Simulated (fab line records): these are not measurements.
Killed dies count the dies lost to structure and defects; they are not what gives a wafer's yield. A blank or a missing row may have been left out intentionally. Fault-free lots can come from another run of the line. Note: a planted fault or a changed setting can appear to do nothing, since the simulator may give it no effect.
Which tool was responsible?	flow n5Finfet	Sampling: 24 lots, 72 wafers, 6 of 1938 route steps

== WHAT THE GAUGES READ, wafer by wafer ==
The record lacks any reading of a measuring or inspecting step that a usual standard deviation could be used to judge.

== EACH LOT AND THE TOOL THAT RAN IT (in order: tool; ch and the chambers of the sampled wafers; start) ==
lot	N5_BEOL_M1_ETCH_77	N5_BEOL_M1_STRIP_36	N5_BEOL_M1_SPUTTER_79	N5_BEOL_M1_ANNEAL_87	N5_BEOL_M1_SPUTTER_96	N5_BEOL_M1_PRE_CLEAN_60
L074	rieDiel-01 ch 1,2,3, day 6 07:32	rieDiel-02 ch 0,2, day 6 10:28	pvdSputter-01, day 6 12:03	pvdSputter-01, day 6 12:34	pvdSputter-01, day 6 13:35	cvdCo-01 ch 0,2, day 6 14:25
L075	rieDiel-02 ch 1,2,3, day 6 12:37	rieDiel-02 ch 2,3, day 6 14:13	pvdSputter-01, day 6 15:46	pvdSputter-01, day 6 16:17	pvdSputter-01, day 6 17:19	cvdCo-01 ch 2, day 6 18:10
L076	rieDiel-05 ch 1,3, day 6 15:47	rieDiel-01 ch 0,1,2, day 6 18:20	pvdSputter-01, day 6 20:02	pvdSputter-01, day 6 20:34	pvdSputter-01, day 6 21:35	cvdCo-02 ch 1,2, day 6 22:25
L077	rieDiel-02 ch 1,2,3, day 6 16:22	rieDiel-02 ch 1,2,3, day 6 18:27	pvdSputter-03, day 6 20:17	pvdSputter-03, day 6 20:49	pvdSputter-03, day 6 21:50	cvdCo-02 ch 0,1,2, day 6 22:49
L078	rieDiel-05 ch 0,2,3, day 7 05:31	rieDiel-01 ch 0,2,3, day 7 09:20	pvdSputter-01, day 7 10:42	pvdSputter-01, day 7 11:13	pvdSputter-01, day 7 12:14	cvdCo-01 ch 0,1,2, day 7 13:04
L080	rieDiel-02 ch 1,2,3, day 7 15:26	rieDiel-02 ch 0,1,3, day 7 17:31	pvdSputter-01, day 7 19:02	pvdSputter-01, day 7 19:33	pvdSputter-01, day 7 20:34	cvdCo-02 ch 0,2, day 7 21:25
L079	rieDiel-01 ch 0,2,3, day 7 15:41	rieDiel-02 ch 0,1,3, day 7 22:17	pvdSputter-01, day 8 00:26	pvdSputter-01, day 8 00:58	pvdSputter-01, day 8 01:59	cvdCo-01 ch 0,2, day 8 02:49
L081	rieDiel-01 ch 0,3, day 7 22:11	rieDiel-02 ch 0,1,2, day 7 23:40	pvdSputter-02, day 8 01:05	pvdSputter-02, day 8 01:36	pvdSputter-02, day 8 02:37	cvdCo-02 ch 0,1,2, day 8 03:27
L082	rieDiel-01 ch 1,3, day 8 02:02	rieDiel-01 ch 1,3, day 8 03:37	pvdSputter-01, day 8 04:55	pvdSputter-01, day 8 05:26	pvdSputter-01, day 8 06:28	cvdCo-02 ch 0,1,2, day 8 07:17
L083	rieDiel-02 ch 0,1,3, day 8 11:29	rieDiel-02 ch 0,1,3, day 9 06:11	pvdSputter-03, day 9 07:51	pvdSputter-03, day 9 08:22	pvdSputter-03, day 9 09:23	cvdCo-02 ch 0,1,2, day 9 10:20
L084	rieDiel-01 ch 1,3, day 8 13:37	rieDiel-01 ch 0,3, day 9 06:14	pvdSputter-02, day 9 09:35	pvdSputter-02, day 9 10:06	pvdSputter-02, day 9 11:07	cvdCo-01 ch 1,2, day 9 11:58
L085	rieDiel-05 ch 0,2,3, day 9 01:55	rieDiel-02 ch 0,2, day 9 14:24	pvdSputter-01, day 9 16:04	pvdSputter-01, day 9 16:35	pvdSputter-01, day 9 23:01	cvdCo-01 ch 1,2, day 10 00:01
L086	rieDiel-01 ch 0,2, day 9 08:41	rieDiel-01 ch 0,3, day 10 04:16	pvdSputter-01, day 10 06:10	pvdSputter-01, day 10 06:41	pvdSputter-01, day 10 07:42	cvdCo-01 ch 0,1, day 10 08:46
L087	rieDiel-05 ch 1,2, day 9 09:16	rieDiel-01 ch 2,3, day 10 07:12	pvdSputter-03, day 10 08:52	pvdSputter-03, day 10 09:23	pvdSputter-03, day 10 10:25	cvdCo-02 ch 0,1, day 10 11:14
L089	rieDiel-01 ch 0,2, day 10 05:17	rieDiel-05 ch 0,1, day 10 07:53	pvdSputter-02, day 10 09:30	pvdSputter-02, day 10 10:01	pvdSputter-02, day 10 11:02	cvdCo-01 ch 0,1,2, day 10 11:52
L088	rieDiel-01 ch 1,2, day 10 05:24	rieDiel-02 ch 1,2,3, day 10 07:58	pvdSputter-03, day 10 10:43	pvdSputter-03, day 10 11:14	pvdSputter-03, day 10 12:15	cvdCo-01 ch 0,1, day 10 13:12
L090	rieDiel-01 ch 2,3, day 10 05:37	rieDiel-01 ch 1,2,3, day 10 08:04	pvdSputter-01, day 10 10:32	pvdSputter-01, day 10 11:04	pvdSputter-01, day 10 12:05	cvdCo-01 ch 0,1,2, day 10 13:05
L091	rieDiel-05 ch 0,2,3, day 10 09:23	rieDiel-01 ch 0,1,3, day 10 11:47	pvdSputter-02, day 10 13:17	pvdSputter-02, day 10 13:49	pvdSputter-02, day 10 14:50	cvdCo-01 ch 0,1, day 10 15:39
L092	rieDiel-01 ch 0,1,3, day 10 19:58	rieDiel-01 ch 0,1,2, day 10 22:01	pvdSputter-02, day 10 23:17	pvdSputter-02, day 10 23:48	pvdSputter-02, day 11 00:49	cvdCo-01 ch 1,2, day 11 01:50
L093	rieDiel-02 ch 0,1,2, day 10 20:43	rieDiel-02 ch 2,3, day 10 22:52	pvdSputter-02, day 11 01:08	pvdSputter-02, day 11 01:40	pvdSputter-02, day 11 02:41	cvdCo-02 ch 0,2, day 11 03:37
L094	rieDiel-05 ch 0,2, day 11 04:48	rieDiel-01 ch 0,1,2, day 11 14:41	pvdSputter-02, day 11 16:35	pvdSputter-02, day 11 17:06	pvdSputter-02, day 11 18:07	cvdCo-01 ch 0,1, day 11 18:57
L095	rieDiel-01 ch 0,1, day 11 13:21	rieDiel-01 ch 0,1,2, day 11 16:25	pvdSputter-01, day 11 18:10	pvdSputter-01, day 11 18:41	pvdSputter-01, day 11 19:42	cvdCo-01 ch 0,2, day 11 20:32
L096	rieDiel-05 ch 0,2, day 11 14:13	rieDiel-01 ch 0,3, day 11 19:43	pvdSputter-01, day 11 21:24	pvdSputter-01, day 11 21:55	pvdSputter-01, day 11 22:56	cvdCo-02 ch 0,1,2, day 11 23:46
L097	rieDiel-05 ch 0,1,2, day 11 21:34	rieDiel-01 ch 1,2,3, day 11 23:19	pvdSputter-03, day 12 00:44	pvdSputter-03, day 12 01:15	pvdSputter-03, day 12 02:16	cvdCo-01 ch 0,1,2, day 12 03:05
- N5_BEOL_M1_ETCH_77: etches underlayer in N2/H2, target depth 6.5 nm, time 5.2 s.
- N5_BEOL_M1_STRIP_36: strips in N2/H2.
- N5_BEOL_M1_SPUTTER_79: material Cu, target thk 4.5 nm, time 8.29 s.
- N5_BEOL_M1_ANNEAL_87: time 240 s.
- N5_BEOL_M1_SPUTTER_96: material Cu, target thk 4.5 nm, time 8.29 s.
- N5_BEOL_M1_PRE_CLEAN_60: time 15 s.

== WHAT THE TOOLS THEMSELVES READ (means of the sampled wafers that have a number; where no wafer has one, the mark that the record gives instead) ==
N5_BEOL_M1_ETCH_77.
lot	tool	drypumpMotorCurrentA (A)	etchRfOnTimeS (s)	oesProductAu (a.u.)	rfVppV (V)	showerheadPlenumPTorr (Torr)	throttleValvePct (%)
L074	rieDiel-01	5.8	5.21	0.65	523.9	2.53	17.99
L075	rieDiel-02	6.1	5.25	0.65	526.0	2.61	17.85
L076	rieDiel-05	5.8	5.19	0.61	526.0	2.59	17.92
L077	rieDiel-02	6.1	5.21	0.65	525.5	2.61	17.83
L078	rieDiel-05	5.6	5.22	0.61	523.0	2.55	17.89
L080	rieDiel-02	6.1	5.18	0.73	525.1	2.61	17.71
L079	rieDiel-01	6.0	5.21	0.69	524.3	2.52	17.92
L081	rieDiel-01	6.1	5.16	0.75	523.5	2.60	17.98
L082	rieDiel-01	5.8	5.15	0.64	525.8	2.60	18.15
L083	rieDiel-02	5.8	5.24	0.74	527.0	2.65	17.87
L084	rieDiel-01	5.8	5.17	0.69	525.7	2.59	17.97
L085	rieDiel-05	5.6	5.20	0.60	523.7	2.54	17.92
L086	rieDiel-01	6.2	5.16	0.76	526.5	2.63	17.91
L087	rieDiel-05	5.7	5.15	0.64	522.9	2.49	17.73
L089	rieDiel-01	6.0	5.09	0.79	528.0	2.66	17.71
L088	rieDiel-01	5.8	5.12	0.83	527.5	2.67	17.65
L090	rieDiel-01	5.8	5.09	0.76	527.0	2.61	17.70
L091	rieDiel-05	5.6	5.30	0.59	523.9	2.54	17.92
L092	rieDiel-01	6.0	5.21	0.74	524.4	2.59	17.94
L093	rieDiel-02	5.8	5.31	0.65	525.5	2.58	17.91
L094	rieDiel-05	5.7	5.30	0.59	524.2	2.54	17.96
L095	rieDiel-01	6.0	5.27	0.75	524.5	2.61	17.97
L096	rieDiel-05	5.8	5.25	0.59	525.3	2.54	17.96
L097	rieDiel-05	5.7	5.20	0.62	522.3	2.51	17.87

N5_BEOL_M1_STRIP_36.
lot	tool	drypumpMotorCurrentA (A)	oesProductAu (a.u.)	powerW (W)	rfVppV (V)	showerheadPlenumPTorr (Torr)	throttleValvePct (%)
L074	rieDiel-02	5.69	0.75	449.2	60.0	2.61	23.89
L075	rieDiel-02	6.20	0.86	449.5	59.2	2.65	23.66
L076	rieDiel-01	5.99	0.76	449.5	59.7	2.54	23.87
L077	rieDiel-02	6.07	0.78	451.2	60.8	2.61	23.65
L078	rieDiel-01	6.00	0.81	450.4	58.7	2.51	23.62
L080	rieDiel-02	5.81	0.88	450.3	59.5	2.65	23.76
L079	rieDiel-02	5.80	0.89	449.6	59.7	2.65	23.75
L081	rieDiel-02	5.79	0.80	449.0	59.6	2.59	23.72
L082	rieDiel-01	5.83	0.75	449.7	60.7	2.60	23.95
L083	rieDiel-02	5.82	0.87	450.1	60.7	2.64	23.76
L084	rieDiel-01	6.16	0.85	450.9	61.9	2.59	23.77
L085	rieDiel-02	5.93	0.70	449.4	58.1	2.56	23.77
L086	rieDiel-01	6.17	0.83	450.5	58.9	2.58	23.79
L087	rieDiel-01	5.85	0.88	449.7	60.0	2.60	23.36
L089	rieDiel-05	6.05	0.72	449.6	59.3	2.56	23.58
L088	rieDiel-02	6.05	0.83	450.5	59.5	2.60	23.62
L090	rieDiel-01	5.82	0.92	449.7	59.2	2.62	23.47
L091	rieDiel-01	5.99	0.87	451.1	60.9	2.59	23.72
L092	rieDiel-01	5.98	0.91	449.7	59.1	2.63	23.63
L093	rieDiel-02	6.19	0.75	450.2	56.2	2.58	23.68
L094	rieDiel-01	5.96	0.90	451.0	59.5	2.63	23.63
L095	rieDiel-01	5.99	0.89	451.1	58.6	2.63	23.63
L096	rieDiel-01	5.98	0.82	451.2	58.5	2.57	23.63
L097	rieDiel-01	5.84	0.90	450.3	57.7	2.62	23.46

N5_BEOL_M1_SPUTTER_79.
lot	tool	throttleValvePct (%)
L074	pvdSputter-01	31.6
L075	pvdSputter-01	31.2
L076	pvdSputter-01	31.1
L077	pvdSputter-03	29.4
L078	pvdSputter-01	31.2
L080	pvdSputter-01	31.1
L079	pvdSputter-01	31.2
L081	pvdSputter-02	29.8
L082	pvdSputter-01	31.3
L083	pvdSputter-03	29.3
L084	pvdSputter-02	28.7
L085	pvdSputter-01	31.3
L086	pvdSputter-01	31.4
L087	pvdSputter-03	29.2
L089	pvdSputter-02	29.2
L088	pvdSputter-03	29.0
L090	pvdSputter-01	31.3
L091	pvdSputter-02	28.8
L092	pvdSputter-02	29.6
L093	pvdSputter-02	28.8
L094	pvdSputter-02	29.7
L095	pvdSputter-01	31.1
L096	pvdSputter-01	31.1
L097	pvdSputter-03	29.9

N5_BEOL_M1_ANNEAL_87.
lot	tool	heaterPowerW (W)
L074	pvdSputter-01	826
L075	pvdSputter-01	821
L076	pvdSputter-01	825
L077	pvdSputter-03	841
L078	pvdSputter-01	812
L080	pvdSputter-01	841
L079	pvdSputter-01	819
L081	pvdSputter-02	919
L082	pvdSputter-01	816
L083	pvdSputter-03	863
L084	pvdSputter-02	815
L085	pvdSputter-01	832
L086	pvdSputter-01	845
L087	pvdSputter-03	835
L089	pvdSputter-02	855
L088	pvdSputter-03	833
L090	pvdSputter-01	823
L091	pvdSputter-02	810
L092	pvdSputter-02	847
L093	pvdSputter-02	823
L094	pvdSputter-02	900
L095	pvdSputter-01	825
L096	pvdSputter-01	842
L097	pvdSputter-03	843

N5_BEOL_M1_SPUTTER_96.
lot	tool	throttleValvePct (%)
L074	pvdSputter-01	31.7
L075	pvdSputter-01	31.0
L076	pvdSputter-01	31.3
L077	pvdSputter-03	29.1
L078	pvdSputter-01	31.2
L080	pvdSputter-01	31.2
L079	pvdSputter-01	31.2
L081	pvdSputter-02	29.7
L082	pvdSputter-01	31.1
L083	pvdSputter-03	29.2
L084	pvdSputter-02	28.9
L085	pvdSputter-01	31.2
L086	pvdSputter-01	31.4
L087	pvdSputter-03	29.4
L089	pvdSputter-02	29.3
L088	pvdSputter-03	28.9
L090	pvdSputter-01	31.3
L091	pvdSputter-02	28.8
L092	pvdSputter-02	29.4
L093	pvdSputter-02	28.8
L094	pvdSputter-02	29.8
L095	pvdSputter-01	31.2
L096	pvdSputter-01	31.1
L097	pvdSputter-03	29.9

N5_BEOL_M1_PRE_CLEAN_60.
lot	tool	heaterPowerW (W)
L074	cvdCo-01	101
L075	cvdCo-01	77
L076	cvdCo-02	79
L077	cvdCo-02	85
L078	cvdCo-01	102
L080	cvdCo-02	86
L079	cvdCo-01	100
L081	cvdCo-02	84
L082	cvdCo-02	86
L083	cvdCo-02	86
L084	cvdCo-01	93
L085	cvdCo-01	93
L086	cvdCo-01	120
L087	cvdCo-02	91
L089	cvdCo-01	105
L088	cvdCo-01	116
L090	cvdCo-01	105
L091	cvdCo-01	118
L092	cvdCo-01	93
L093	cvdCo-02	86
L094	cvdCo-01	121
L095	cvdCo-01	90
L096	cvdCo-02	84
L097	cvdCo-01	105

== THE ANSWER, worked out from the rows above alone ==
Rule: the usual values come from the lots themselves. The widest of any qualifying gaps counts: lots, ordered by their means at a reading, are off when they make up no more than a third of the lots, leave a main group of 4 or more, and stand apart from it by 3 or more times the standard deviation of that group's means. Not used: any main group whose means are identical at the precision the tables above print for the reading. Also off: a lot with no number at a reading for which 4 or more lots have one. All remaining lots with rows at the step are treated as sound. After the gauges, taken in route order, come the tools' own readings; for these a lot's mean is taken, as printed above. The first step at which some lot is off is used, and at that step the reading that is off furthest; a lot without a number counts as furthest.
Nothing can be told from this: no lot is off at any reading shown.

== WHAT HAD BEEN PUT IN BY THE SIMULATOR ==
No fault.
